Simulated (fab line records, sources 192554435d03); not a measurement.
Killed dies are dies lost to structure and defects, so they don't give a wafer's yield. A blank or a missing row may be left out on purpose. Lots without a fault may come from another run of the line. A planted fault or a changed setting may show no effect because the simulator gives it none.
Which tool did it? | flow n5_finfet | 24 lots, 72 wafers sampled, at 3 steps of a route of 1938

WHAT THE GAUGES READ, wafer by wafer
N5_BEOL_M12_INSPECT_55: inspects for defects (darkfield).
lot  | measured     | on                | raw_defect_count
L075 | day 11 21:14 | defect_inspect-01 | 101 57 83
L074 | day 12 00:44 | defect_inspect-01 | 62 78 61
L076 | day 12 15:00 | defect_inspect-01 | 138 80 69
L077 | day 12 15:59 | defect_inspect-02 | 58 68 54
L078 | day 12 19:43 | defect_inspect-02 | 154 191 210
L079 | day 12 20:58 | defect_inspect-02 | 41 40 48
L080 | day 13 05:03 | defect_inspect-02 | 67 66 93
L083 | day 13 05:09 | defect_inspect-01 | 77 54 37
L081 | day 14 01:16 | defect_inspect-02 | 83 59 76
L084 | day 14 11:53 | defect_inspect-02 | 60 94 67
L082 | day 14 14:13 | defect_inspect-01 | 79 48 43
L088 | day 14 14:28 | defect_inspect-02 | 65 92 73
L085 | day 14 21:29 | defect_inspect-02 | 137 164 125
L086 | day 15 06:00 | defect_inspect-01 | 81 61 99
L087 | day 15 06:28 | defect_inspect-01 | 57 52 44
L089 | day 15 15:47 | defect_inspect-01 | 104 122 109
L092 | day 15 20:34 | defect_inspect-01 | 43 42 41
L090 | day 16 00:02 | defect_inspect-02 | 105 62 105
L091 | day 16 04:01 | defect_inspect-01 | 54 47 45
L093 | day 16 09:28 | defect_inspect-02 | 101 118 66
L094 | day 16 13:01 | defect_inspect-02 | 82 58 69
L095 | day 16 18:51 | defect_inspect-01 | 74 61 61
L096 | day 17 17:02 | defect_inspect-02 | 88 69 68
L097 | day 17 22:20 | defect_inspect-01 | 101 59 109

WHICH TOOL RAN EACH LOT (tool, then ch and the chambers of the sampled wafers, then the start)
lot  | N5_BEOL_M12_DEGAS_41         | N5_BEOL_M12_DEP_53
L075 | pvd_sputter-03, day 11 19:59 | pecvd-02 ch 0,1,2, day 11 21:08
L074 | pvd_sputter-03, day 11 23:20 | pecvd-01 ch 0,1, day 12 00:38
L076 | pvd_sputter-01, day 12 13:46 | pecvd-03 ch 0,1,2, day 12 14:56
L077 | pvd_sputter-03, day 12 14:36 | pecvd-02 ch 0,1, day 12 15:54
L078 | pvd_sputter-01, day 12 18:20 | pecvd-03 ch 0,1,2, day 12 19:37
L079 | pvd_sputter-03, day 12 19:43 | pecvd-03 ch 0,2, day 12 20:53
L080 | pvd_sputter-01, day 13 02:19 | pecvd-02 ch 0,1,2, day 13 04:58
L083 | pvd_sputter-02, day 13 02:20 | pecvd-03 ch 0,1,2, day 13 05:04
L081 | pvd_sputter-03, day 13 23:53 | pecvd-02 ch 0,2, day 14 01:11
L084 | pvd_sputter-03, day 14 10:38 | pecvd-01 ch 0,1,2, day 14 11:48
L082 | pvd_sputter-03, day 14 12:58 | pecvd-01 ch 0,2, day 14 14:07
L088 | pvd_sputter-02, day 14 13:11 | pecvd-03 ch 1,2, day 14 14:23
L085 | pvd_sputter-01, day 14 20:10 | pecvd-01 ch 0,1,2, day 14 21:23
L086 | pvd_sputter-01, day 15 04:46 | pecvd-03 ch 1,2, day 15 05:55
L087 | pvd_sputter-01, day 15 05:12 | pecvd-03 ch 0,2, day 15 06:22
L089 | pvd_sputter-02, day 15 14:32 | pecvd-02 ch 0,1,2, day 15 15:42
L092 | pvd_sputter-03, day 15 19:19 | pecvd-03 ch 0,2, day 15 20:29
L090 | pvd_sputter-03, day 15 22:47 | pecvd-03 ch 1,2, day 15 23:57
L091 | pvd_sputter-02, day 16 02:46 | pecvd-01 ch 0,1,2, day 16 03:56
L093 | pvd_sputter-01, day 16 08:13 | pecvd-01 ch 0,1,2, day 16 09:23
L094 | pvd_sputter-01, day 16 11:42 | pecvd-02 ch 0,1,2, day 16 12:56
L095 | pvd_sputter-03, day 16 17:35 | pecvd-01 ch 0,2, day 16 18:46
L096 | pvd_sputter-02, day 17 15:47 | pecvd-02 ch 0,1,2, day 17 16:56
L097 | pvd_sputter-03, day 17 20:57 | pecvd-01 ch 0,2, day 17 22:14
- N5_BEOL_M12_DEGAS_41: time 60 s.
- N5_BEOL_M12_DEP_53: deposits SiCN from 3MS/NH3, target thk 30 nm, time 10.5 s.

WHAT THE TOOLS THEMSELVES READ (means of the sampled wafers that have a number; where no wafer has one, the mark that the record gives instead)
N5_BEOL_M12_DEGAS_41.
lot  | tool           | heater_power_w (W)
L075 | pvd_sputter-03 | 334
L074 | pvd_sputter-03 | 329
L076 | pvd_sputter-01 | 325
L077 | pvd_sputter-03 | 330
L078 | pvd_sputter-01 | 322
L079 | pvd_sputter-03 | 346
L080 | pvd_sputter-01 | 325
L083 | pvd_sputter-02 | 328
L081 | pvd_sputter-03 | 338
L084 | pvd_sputter-03 | 330
L082 | pvd_sputter-03 | 336
L088 | pvd_sputter-02 | 303
L085 | pvd_sputter-01 | 310
L086 | pvd_sputter-01 | 331
L087 | pvd_sputter-01 | 336
L089 | pvd_sputter-02 | 334
L092 | pvd_sputter-03 | 327
L090 | pvd_sputter-03 | 329
L091 | pvd_sputter-02 | 319
L093 | pvd_sputter-01 | 333
L094 | pvd_sputter-01 | 324
L095 | pvd_sputter-03 | 339
L096 | pvd_sputter-02 | 321
L097 | pvd_sputter-03 | 335

N5_BEOL_M12_DEP_53.
lot  | tool     | showerhead_plenum_p_Torr (Torr) | showerhead_vpp_V (V) | throttle_valve_pct (%)
L075 | pecvd-02 | 4.169                           | 1564                 | 18.0
L074 | pecvd-01 | 4.174                           | 1676                 | 19.0
L076 | pecvd-03 | 4.161                           | 1671                 | 18.4
L077 | pecvd-02 | 4.171                           | 1522                 | 18.7
L078 | pecvd-03 | 4.150                           | 1677                 | 18.7
L079 | pecvd-03 | 4.175                           | 1715                 | 18.1
L080 | pecvd-02 | 4.174                           | 1586                 | 18.0
L083 | pecvd-03 | 4.161                           | 1665                 | 18.7
L081 | pecvd-02 | 4.178                           | 1654                 | 17.8
L084 | pecvd-01 | 4.168                           | 1701                 | 19.2
L082 | pecvd-01 | 4.158                           | 1709                 | 19.3
L088 | pecvd-03 | 4.138                           | 1652                 | 18.4
L085 | pecvd-01 | 4.164                           | 1697                 | 19.1
L086 | pecvd-03 | 4.135                           | 1639                 | 18.4
L087 | pecvd-03 | 4.177                           | 1667                 | 18.8
L089 | pecvd-02 | 4.180                           | 1568                 | 18.2
L092 | pecvd-03 | 4.186                           | 1707                 | 18.2
L090 | pecvd-03 | 4.133                           | 1676                 | 18.6
L091 | pecvd-01 | 4.165                           | 1690                 | 19.3
L093 | pecvd-01 | 4.167                           | 1666                 | 19.2
L094 | pecvd-02 | 4.167                           | 1581                 | 18.3
L095 | pecvd-01 | 4.153                           | 1724                 | 20.7
L096 | pecvd-02 | 4.169                           | 1588                 | 18.1
L097 | pecvd-01 | 4.156                           | 1711                 | 19.3

THE ANSWER, worked out from the rows above alone
Rule: what is usual is taken from the lots themselves. Put in order of their means at a reading, lots are off if they are a third of the lots or fewer, leave a main group of 4 or more, and stand apart from it by a gap of 3 or more times the standard deviation of the main group's means; of several such gaps the widest counts. A main group whose means are all the same, to the digits that the tables above print for the reading, isn't used. A lot without any number at a reading at which 4 lots or more have one is off too. The other lots that the step has rows for count as sound. The gauges are gone through in route order, then the tools' own readings, and for those a lot's mean is taken as printed above. The first step at which some lot is off is used, and at that step the reading that is off furthest; a lot without a number counts as furthest.
No lot is off at any reading shown: from this, nothing can be told.

WHAT THE SIMULATOR HAD PUT IN
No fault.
